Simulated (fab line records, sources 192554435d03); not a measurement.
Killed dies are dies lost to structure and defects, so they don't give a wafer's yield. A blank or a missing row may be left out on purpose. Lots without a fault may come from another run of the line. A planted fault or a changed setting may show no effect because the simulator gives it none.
fab line records | flow n5_finfet | part 1 of 2: steps 1 to 22 of 35
record lots=5 wafers=15 last_day=17
route steps=1938 shown BEOL_M13@1711 BEOL_M14@1716
lots that met no fault: from a run of the same line without faults
start_h: hours from the record's first day to the start of the lot's first wafer shown | wait_h: hours since the lot's step before | " the same as in the row above | L1.1+2: a row that stands for several wafers | - no value, or no start given | * or withheld: withheld | < > ~ a bound
route shown NAME@n: a module of which the file shows steps, and the number in the route of the first | usual: mean/standard deviation of fault-free wafers | same: alike in all rows | chamber/n: place in a boat | sites: the reading at each site | _std_site: their standard deviation | _edge_site: outer sites' mean less inner sites' | radius_mm: how far each site lies from the wafer's centre | mask NAME#n: copy n | behind: the tool/chamber that last shaped the wafer | hold: why the lot was held/for how many hours/how that ended | device: the transistor (n, p or np) that didn't switch | end of line: the same wafers' tests at the end of the route | a step without rows: its recipe alone | killed: dies lost to structure and defects at the first sort, not the wafer's yield | map: a wafer's dies, x killed, . not, _ none there
set.NAME: the setting as run; set.NAME@STEP: as run at that earlier step | model.NAME: the simulator's own value behind a step, which no gauge read
lots at some steps of the route; a table a step, a row a wafer
services: from which hour (start_h, from the record's first day; less than 0 if before it) a tool's chamber was out of use, for how many hours, and why
## steps
# step N5_BEOL_M13_THK_MEAS_50
# recipe thk_meas_gauge=xrf reads=Cu_of_BEOL_M13_ECD_47
# usual M13_THK=427/6.4
# columns lot.wafer tool chamber start_h wait_h M13_THK[nm]
L079.2 film_metro-02 - 278.02 - 427
L079.4 " - " " 424
L079.6 " - " " 426
L081.2 film_metro-01 - 289.58 - 432
L081.4 " - " " 431
L081.5 " - " " 429
L085.1 film_metro-02 - 310.78 - 430
L085.3 " - " " 433
L085.4 " - " " 422
L089.1 film_metro-01 - 325.82 - 428
L089.3 " - " " 418
L089.5 " - " " 417
L095.1 film_metro-02 - 372.41 - 426
L095.3 " - " " 435
L095.6 " - " " 426
# step N5_BEOL_M13_PRE_CLEAN_52
# recipe gas=NH3 time_s=15 temp_c=withheld rf_power_w=300
# columns lot.wafer tool chamber start_h wait_h
L079.2+4+6 pecvd-04 2,2,0 278.06 0.0
L081.2+4+5 pecvd-02 1,0,1 289.62 0.0
L085.1+3+4 pecvd-03 0,1,2 310.81 0.0
L089.1+3+5 pecvd-04 2,0,0 325.86 0.0
L095.1+3+6 pecvd-04 1,2,2 372.45 0.0
# step N5_BEOL_M13_DEP_53
# recipe material=SiCN target_thk_a=500 temp_c=withheld precursor=3MS/NH3 pressure_torr=3 rf_w=675 time_s=17.8
# usual showerhead_plenum_p_Torr=4.155/0.024 throttle_valve_pct=18.1/0.7
# columns lot.wafer tool chamber start_h wait_h showerhead_plenum_p_Torr throttle_valve_pct
L079.2 pecvd-04 2 278.09 0.0 4.113 18.9
L079.4 " 2 " " 4.120 18.8
L079.6 " 0 " " 4.152 18.8
L081.2 pecvd-02 1 289.64 0.0 4.193 18.0
L081.4 " 0 " " 4.172 18.5
L081.5 " 1 " " 4.175 18.2
L085.1 pecvd-03 0 310.84 0.0 4.146 19.0
L085.3 " 1 " " 4.158 18.0
L085.4 " 2 " " 4.191 16.9
L089.1 pecvd-04 2 325.88 0.0 4.113 18.7
L089.3 " 0 " " 4.152 18.8
L089.5 " 0 " " 4.154 18.8
L095.1 pecvd-04 1 372.47 0.0 4.136 17.6
L095.3 " 2 " " 4.102 19.1
L095.6 " 2 " " 4.106 18.9
# step N5_BEOL_M13_RS_MEAS_54
# recipe thk_meas_gauge=four-point-probe reads=Cu_of_BEOL_M13_ECD_47+Ta_of_BEOL_M13_SPUTTER_44+TaN_of_BEOL_M13_SPUTTER_43
# usual M13_RS=0.0449/0.00057
# columns lot.wafer tool chamber start_h wait_h M13_RS[ohm/sq]
L079.2 film_metro-01 - 278.15 0.1 0.0451
L079.4 " - " " 0.0453
L079.6 " - " " 0.0452
L081.2 film_metro-01 - 289.71 0.1 0.0442
L081.4 " - " " 0.0443
L081.5 " - " " 0.0445
L085.1 film_metro-01 - 310.90 0.0 0.0452
L085.3 " - " " 0.0448
L085.4 " - " " 0.0462
L089.1 film_metro-01 - 325.95 0.0 0.0443
L089.3 " - " " 0.0452
L089.5 " - " " 0.0453
L095.1 film_metro-02 - 372.54 0.0 0.0452
L095.3 " - " " 0.0444
L095.6 " - " " 0.0451
# step N5_BEOL_M13_INSPECT_55
# recipe inspect_instrument=darkfield mode=post_dep
# usual raw_defect_count=68/26
# columns lot.wafer tool chamber start_h wait_h raw_defect_count
L079.2 defect_inspect-01 - 278.18 0.0 69
L079.4 " - " " 85
L079.6 " - " " 84
L081.2 defect_inspect-02 - 289.73 0.0 62
L081.4 " - " " 48
L081.5 " - " " 51
L085.1 defect_inspect-02 - 310.93 0.0 68
L085.3 " - " " 55
L085.4 " - " " 78
L089.1 defect_inspect-01 - 325.98 0.0 57
L089.3 " - " " 58
L089.5 " - " " 46
L095.1 defect_inspect-02 - 372.57 0.0 47
L095.3 " - " " 52
L095.6 " - " " 87
# step N5_BEOL_M14_ILD_DEP_00
# recipe material=SiO2 target_thk_a=11193 temp_c=400 precursor=TEOS/O2 pressure_torr=6.5 rf_w=900 teos_flow_sccm=161.4 gas=O2 flow_sccm=2650 time_s=237.4
# usual heater_power_w=558/120 showerhead_plenum_p_Torr=8.34/0.036 throttle_valve_pct=18.7/0.69
# columns lot.wafer tool chamber start_h wait_h heater_power_w showerhead_plenum_p_Torr throttle_valve_pct
L079.2 pecvd-01 2 278.22 0.0 696 8.38 17.9
L079.4 " 0 " " 607 8.34 19.0
L079.6 " 1 " " 477 8.29 18.5
L081.2 pecvd-04 2 289.77 0.0 633 8.27 19.6
L081.4 " 1 " " 600 8.30 18.1
L081.5 " 0 " " 786 8.34 19.2
L085.1 pecvd-01 0 310.97 0.0 553 8.31 19.0
L085.3 " 2 " " 668 8.37 18.2
L085.4 " 1 " " 476 8.28 18.5
L089.1 pecvd-01 1 326.01 0.0 468 8.29 18.6
L089.3 " 0 " " 601 8.33 19.1
L089.5 " 1 " " 505 8.27 18.5
L095.1 pecvd-03 1 372.60 0.0 593 8.36 18.5
L095.3 " 2 " " 708 8.39 17.6
L095.6 " 0 " " 422 8.32 19.5
# step N5_BEOL_M14_THK_MEAS_01
# recipe reads=SiO2_of_BEOL_M14_ILD_DEP_00
# usual M14_ILD_THK=1118/17
# columns lot.wafer tool chamber start_h wait_h M14_ILD_THK[nm]
L079.2 film_metro-01 - 278.41 0.1 1100
L079.4 " - " " 1105
L079.6 " - " " 1148
L081.2 film_metro-02 - 289.96 0.1 1121
L081.4 " - " " 1139
L081.5 " - " " 1137
L085.1 film_metro-02 - 311.16 0.1 1085
L085.3 " - " " 1105
L085.4 " - " " 1141
L089.1 film_metro-02 - 326.20 0.1 1119
L089.3 " - " " 1093
L089.5 " - " " 1132
L095.1 film_metro-02 - 372.79 0.1 1114
L095.3 " - " " 1118
L095.6 " - " " 1128
# step N5_BEOL_M14_COAT_58
# recipe resist=BARC temp_c=205 time_s=60 spin_rpm=1500 resist_thk_nm=89
# usual dispense_pressure_kPa=45.4/1.7
# columns lot.wafer tool chamber start_h wait_h dispense_pressure_kPa
L079.2 litho_track-01 0 278.44 0.0 43.3
L079.4 " 0 " " 43.3
L079.6 " 0 " " 43.3
L081.2 litho_track-02 0 289.99 0.0 47.6
L081.4 " 0 " " 47.6
L081.5 " 0 " " 47.6
L085.1 litho_track-01 0 311.19 0.0 43.3
L085.3 " 0 " " 43.3
L085.4 " 0 " " 43.3
L089.1 litho_track-03 0 326.23 0.0 46.2
L089.3 " 0 " " 46.2
L089.5 " 0 " " 46.2
L095.1 litho_track-01 0 372.82 0.0 43.3
L095.3 " 0 " " 43.3
L095.6 " 0 " " 43.3
# step N5_BEOL_M14_COAT_04
# recipe spin_rpm=1704 resist_thk_nm=800
# usual dispense_pressure_kPa=45.4/1.7
# columns lot.wafer tool chamber start_h wait_h dispense_pressure_kPa
L079.2 litho_track-01 0 - - 43.3
L079.4 " 0 " " 43.3
L079.6 " 0 " " 43.3
L081.2 litho_track-02 0 - - 47.6
L081.4 " 0 " " 47.6
L081.5 " 0 " " 47.6
L085.1 litho_track-01 0 - - 43.3
L085.3 " 0 " " 43.3
L085.4 " 0 " " 43.3
L089.1 litho_track-03 0 - - 46.3
L089.3 " 0 " " 46.2
L089.5 " 0 " " 46.2
L095.1 litho_track-01 0 - - 43.3
L095.3 " 0 " " 43.3
L095.6 " 0 " " 43.3
# step N5_BEOL_M14_EBR_06
# recipe solvent=PGMEA ebr_width_mm=1.5
# columns lot.wafer tool chamber start_h wait_h
L079.2+4+6 litho_track-01 0 - -
L081.2+4+5 litho_track-02 0 - -
L085.1+3+4 litho_track-01 0 - -
L089.1+3+5 litho_track-03 0 - -
L095.1+3+6 litho_track-01 0 - -
# step N5_BEOL_M14_SOFTBAKE_05
# recipe temp_c=130 time_s=60
# columns lot.wafer tool chamber start_h wait_h
L079.2+4+6 litho_track-01 0 - -
L081.2+4+5 litho_track-02 0 - -
L085.1+3+4 litho_track-01 0 - -
L089.1+3+5 litho_track-03 0 - -
L095.1+3+6 litho_track-01 0 - -
# step N5_BEOL_M14_EXPOSE_07
# recipe mask_id=V13 na=0.8 source_shape=annular sigma_inner=0.5 sigma_outer=0.8 polarization=unpolarized attpsm_phase_deg=180 dose_mj=57
# usual focus_offset_nm=0.0/0.51
# columns lot.wafer tool chamber start_h wait_h mask focus_offset_nm
L079.2 krf_scanner-02 0 278.54 - V13#0 0.5
L079.4 " 0 " " V13#0 0.8
L079.6 " 0 " " V13#0 0.7
L081.2 krf_scanner-01 0 290.22 - V13#0 -0.2
L081.4 " 0 " " V13#0 0.0
L081.5 " 0 " " V13#0 -0.1
L085.1 krf_scanner-01 0 311.29 - V13#0 -0.4
L085.3 " 0 " " V13#0 -0.2
L085.4 " 0 " " V13#0 -1.0
L089.1 krf_scanner-02 0 326.33 - V13#0 1.3
L089.3 " 0 " " V13#0 0.5
L089.5 " 0 " " V13#0 1.0
L095.1 krf_scanner-01 0 372.92 - V13#0 -0.6
L095.3 " 0 " " V13#0 0.0
L095.6 " 0 " " V13#0 -0.2
# step N5_BEOL_M14_PEB_08
# recipe peb_temp_c=130 peb_time_s=90
# columns lot.wafer tool chamber start_h wait_h
L079.2+4+6 litho_track-01 0 278.60 0.0
L081.2+4+5 litho_track-02 0 290.28 0.0
L085.1+3+4 litho_track-03 0 311.35 0.1
L089.1+3+5 litho_track-03 0 326.39 0.1
L095.1+3+6 litho_track-02 0 372.98 0.1
# step N5_BEOL_M14_DEVELOP_09
# recipe develop_time_s=45 rinse_liquid=diw dry=air_spin dev_temp_c=21
# same develop_time_s=45
# columns lot.wafer tool chamber start_h wait_h
L079.2+4+6 litho_track-01 0 - -
L081.2+4+5 litho_track-02 0 - -
L085.1+3+4 litho_track-03 0 - -
L089.1+3+5 litho_track-03 0 - -
L095.1+3+6 litho_track-02 0 - -
# step N5_BEOL_M14_HARDBAKE_14
# recipe temp_c=130 time_s=120
# columns lot.wafer tool chamber start_h wait_h
L079.2+4+6 litho_track-01 0 - -
L081.2+4+5 litho_track-02 0 - -
L085.1+3+4 litho_track-03 0 - -
L089.1+3+5 litho_track-03 0 - -
L095.1+3+6 litho_track-02 0 - -
# step N5_BEOL_M14_CD_MEAS_10
# recipe target_cd_nm=250 landing_energy_ev=500 detector=se_inlens polarity=opening
# usual cd_nm=250.8/1.9
# columns lot.wafer tool chamber start_h wait_h cd_nm
L079.2 cd_sem-01 0 278.71 - 250.4
L079.4 " 0 " " 250.0
L079.6 " 0 " " 248.3
L081.2 cd_sem-03 0 290.39 - 254.0
L081.4 " 0 " " 252.0
L081.5 " 0 " " 250.1
L085.1 cd_sem-01 0 311.46 - 248.9
L085.3 " 0 " " 248.5
L085.4 " 0 " " 250.6
L089.1 cd_sem-01 0 326.51 - 248.9
L089.3 " 0 " " 248.2
L089.5 " 0 " " 251.2
L095.1 cd_sem-01 0 373.10 - 250.8
L095.3 " 0 " " 252.0
L095.6 " 0 " " 252.7
# step N5_BEOL_M14_OVL_MEAS_11
# recipe points_per_wafer=44
# usual V13_OVL=-3/4.9
# columns lot.wafer tool chamber start_h wait_h V13_OVL[nm]
L079.2 overlay-01 0 278.74 0.0 -1
L079.4 " 0 " " 1
L079.6 " 0 " " 2
L081.2 overlay-01 0 290.42 0.0 -4
L081.4 " 0 " " 0
L081.5 " 0 " " -1
L085.1 overlay-02 0 311.49 0.0 1
L085.3 " 0 " " -9
L085.4 " 0 " " 1
L089.1 overlay-02 0 326.54 0.0 -9
L089.3 " 0 " " -3
L089.5 " 0 " " -9
L095.1 overlay-01 0 373.13 0.0 -1
L095.3 " 0 " " -1
L095.6 " 0 " " -4
# step N5_BEOL_M14_INSPECT_12
# recipe mode=adi inspect_instrument=macro
# usual raw_defect_count=2.0/1.4
# columns lot.wafer tool chamber start_h wait_h raw_defect_count
L079.2 defect_inspect-02 - 278.77 0.0 1
L079.4 " - " " 1
L079.6 " - " " 4
L081.2 defect_inspect-02 - 290.45 0.0 0
L081.4 " - " " 2
L081.5 " - " " 3
L085.1 defect_inspect-02 - 311.52 0.0 0
L085.3 " - " " 2
L085.4 " - " " 3
L089.1 defect_inspect-01 - 326.56 0.0 2
L089.3 " - " " 1
L089.5 " - " " 1
L095.1 defect_inspect-02 - 373.15 0.0 3
L095.3 " - " " 4
L095.6 " - " " 1
# step N5_BEOL_M14_DESCUM_15
# recipe chemistry=O2 time_s=7.9 source_power_w=50 bias_power_w=20 pressure_mtorr=20 rf_frequency_hz=2.712e+07 temp_c=40 o2_flow_sccm=225
# usual bias_power_w=19.99/0.054 chamber_pressure_mTorr=19.999/0.02 drypump_motor_current_A=5.8/0.41 oes_product_au=0.82/0.1 rf_vpp_V=243.5/1.5 showerhead_plenum_p_Torr=2.12/0.09 throttle_valve_pct=20.35/0.25
# columns lot.wafer tool chamber start_h wait_h bias_power_w chamber_pressure_mTorr drypump_motor_current_A oes_product_au rf_hours_counter_h rf_vpp_V showerhead_plenum_p_Torr throttle_valve_pct
L079.2 rie_diel-05 1 278.81 0.0 19.99 19.953 6.6 0.91 45 244.4 2.24 20.61
L079.4 " 3 " " 19.89 20.010 5.1 0.69 243 242.0 2.05 20.49
L079.6 " 2 " " 20.03 20.004 5.4 0.92 - 245.1 2.23 20.06
L081.2 rie_diel-01 3 290.48 0.0 20.08 20.008 5.3 0.97 3 243.6 2.05 20.06
L081.4 " 0 " " 19.96 19.995 5.5 0.76 126 243.9 2.11 20.36
L081.5 " 3 " " 20.00 20.003 5.3 0.96 - 242.1 2.05 20.04
L085.1 rie_diel-05 1 311.55 0.0 19.89 19.979 6.6 0.90 59 244.6 2.23 20.65
L085.3 " 0 " " 19.94 20.026 5.3 0.71 206 240.4 1.88 20.64
L085.4 " 1 " " 20.04 20.018 6.6 0.89 - 246.3 2.23 20.64
L089.1 rie_diel-06 0 326.60 0.0 20.08 20.014 6.0 0.72 200 244.8 2.19 20.72
L089.3 " 1 " " 19.98 19.983 5.8 0.86 35 241.3 2.03 20.28
L089.5 " 0 " " 20.00 20.012 6.0 0.72 - 244.5 2.19 20.73
L095.1 rie_diel-06 0 373.19 0.0 20.06 20.011 6.0 0.71 215 243.9 2.18 20.75
L095.3 " 2 " " 19.95 19.965 5.6 0.93 17 244.9 2.24 20.14
L095.6 " 2 " " 20.05 19.973 5.6 0.93 - 245.6 2.24 20.15
# step N5_BEOL_M14_ETCH_59
# recipe chemistry=N2/H2 target=BARC target_depth_a=890 overetch_a=267 time_s=67.9 ion_energy_ev=200 pressure_mtorr=30 source_w=840 bias_w=150 n2_flow_sccm=200 h2_flow_sccm=200
# usual chamber_pressure_mTorr=29.996/0.027 drypump_motor_current_A=5.8/0.41 n2_flow_sccm=200.0/0.59 oes_product_au=0.70/0.081 rf_vpp_V=524.6/2.9 showerhead_plenum_p_Torr=2.57/0.095 throttle_valve_pct=17.80/0.29
# columns lot.wafer tool chamber start_h wait_h chamber_pressure_mTorr drypump_motor_current_A n2_flow_sccm oes_product_au rf_hours_counter_h rf_vpp_V showerhead_plenum_p_Torr throttle_valve_pct
L079.2 rie_diel-05 1 278.85 0.0 29.975 6.6 199.5 0.76 45 527.0 2.72 18.07
L079.4 " 3 " " 29.970 5.2 200.1 0.60 243 522.5 2.48 17.89
L079.6 " 2 " " 29.955 5.4 200.7 0.78 - 528.2 2.71 17.49
L081.2 rie_diel-01 3 290.51 0.0 29.992 5.3 199.3 0.82 3 522.0 2.51 17.52
L081.4 " 0 " " 29.989 5.5 200.7 0.64 126 524.2 2.55 17.74
L081.5 " 3 " " 29.998 5.3 199.7 0.82 - 522.9 2.51 17.55
L085.1 rie_diel-05 1 311.59 0.0 29.978 6.6 199.4 0.74 59 527.7 2.71 18.09
L085.3 " 0 " " 29.983 5.3 199.9 0.61 206 515.7 2.33 18.35
L085.4 " 1 " " 29.990 6.6 200.0 0.74 - 528.5 2.71 18.08
L089.1 rie_diel-06 0 326.63 0.0 30.001 6.0 199.3 0.63 200 524.9 2.62 18.05
L089.3 " 1 " " 29.988 5.8 199.7 0.73 35 523.7 2.50 17.96
L089.5 " 0 " " 29.995 6.1 199.1 0.62 - 525.8 2.62 18.03
L095.1 rie_diel-06 0 373.22 0.0 30.024 6.0 199.6 0.62 215 527.3 2.62 18.06
L095.3 " 2 " " 29.962 5.6 200.5 0.79 17 527.8 2.71 17.55
L095.6 " 2 " " 29.983 5.6 199.8 0.79 - 526.5 2.71 17.54
# step N5_BEOL_M14_VIA_ETCH_16
# recipe chemistry=C4F8/O2/Ar target=SiO2 he_inner_torr=15 he_outer_torr=30 target_depth_a=12313 time_s=withheld ion_energy_ev=800 pressure_mtorr=20 source_w=1905 bias_w=2040 Ar_flow_sccm=400 C4F8_flow_sccm=16 O2_flow_sccm=12 ends=cleared
# usual chamber_pressure_mTorr=20.002/0.02 drypump_motor_current_A=5.8/0.41 oes_product_au=0.74/0.093 rf_vpp_V=2222/32 showerhead_plenum_p_Torr=3.47/0.12 throttle_valve_pct=30.79/0.26
# columns lot.wafer tool chamber start_h wait_h chamber_pressure_mTorr drypump_motor_current_A oes_product_au rf_vpp_V showerhead_plenum_p_Torr throttle_valve_pct
L079.2 rie_diel-05 1 278.90 0.0 20.003 6.6 0.81 2211 3.66 31.18
L079.4 " 3 " " 19.988 5.1 0.62 2177 3.41 31.09
L079.6 " 2 " " 19.990 5.5 0.83 2289 3.66 30.61
L081.2 rie_diel-01 3 290.57 0.0 19.996 5.3 0.88 2237 3.39 30.61
L081.4 " 0 " " 20.002 5.5 0.67 2205 3.45 30.71
L081.5 " 3 " " 20.003 5.3 0.87 2235 3.39 30.60
L085.1 rie_diel-05 1 311.64 0.0 20.003 6.6 0.79 2209 3.65 31.20
L085.3 " 0 " " 19.991 5.3 0.64 2191 3.15 31.24
L085.4 " 1 " " 20.034 6.6 0.79 2209 3.65 31.21
L089.1 rie_diel-06 0 326.68 0.0 19.985 6.0 0.64 2201 3.53 30.96
L089.3 " 1 " " 20.000 5.8 0.78 2224 3.39 31.02
L089.5 " 0 " " 20.027 6.0 0.64 2200 3.53 30.96
L095.1 rie_diel-06 0 373.27 0.0 20.013 6.0 0.64 2201 3.53 30.98
L095.3 " 2 " " 19.998 5.6 0.85 2262 3.62 30.37
L095.6 " 2 " " 19.991 5.6 0.85 2262 3.62 30.38
# step N5_BEOL_M14_STRIP_63
# recipe chemistry=O2 power_w=600 temp_c=60 pressure_mtorr=30 rf_frequency_hz=6e+07 bias_power_w=0 overash_fraction=0.3 o2_flow_sccm=225
# usual chamber_pressure_mTorr=30.01/0.05 drypump_motor_current_A=5.8/0.41 oes_product_au=0.82/0.1 rf_vpp_V=3.7/0.89 showerhead_plenum_p_Torr=2.12/0.09 throttle_valve_pct=16.59/0.25
# same bias_power_w=0
# columns lot.wafer tool chamber start_h wait_h chamber_pressure_mTorr drypump_motor_current_A oes_product_au rf_hours_counter_h rf_vpp_V showerhead_plenum_p_Torr throttle_valve_pct
L079.2 rie_diel-05 1 - - 30.02 6.6 0.91 45 4.6 2.24 16.79
L079.4 " 3 " " 30.03 5.1 0.69 243 3.0 2.06 16.77
L079.6 " 2 " " 30.11 5.5 0.93 - 3.3 2.23 16.30
L081.2 rie_diel-01 3 - - 30.04 5.3 0.97 3 2.6 2.06 16.28
L081.4 " 0 " " 30.05 5.5 0.76 126 4.1 2.11 16.57
L081.5 " 3 " " 30.11 5.3 1.00 - 4.6 2.06 16.28
L085.1 rie_diel-05 1 - - 30.06 6.6 0.89 59 3.7 2.24 16.81
L085.3 " 0 " " 29.99 5.3 0.71 207 3.5 1.89 16.91
L085.4 " 1 " " 30.01 6.6 0.88 - 3.0 2.23 16.83
L089.1 rie_diel-06 0 - - 30.03 6.0 0.72 200 2.5 2.19 16.91
L089.3 " 1 " " 30.03 5.8 0.87 35 4.2 2.04 16.54
L089.5 " 0 " " 30.01 6.0 0.72 - 2.8 2.19 16.94
L095.1 rie_diel-06 0 - - 30.00 6.0 0.72 215 4.8 2.18 16.95
L095.3 " 2 " " 29.96 5.6 0.93 17 3.7 2.24 16.38
L095.6 " 2 " " 29.99 5.6 0.94 - 4.0 2.24 16.39
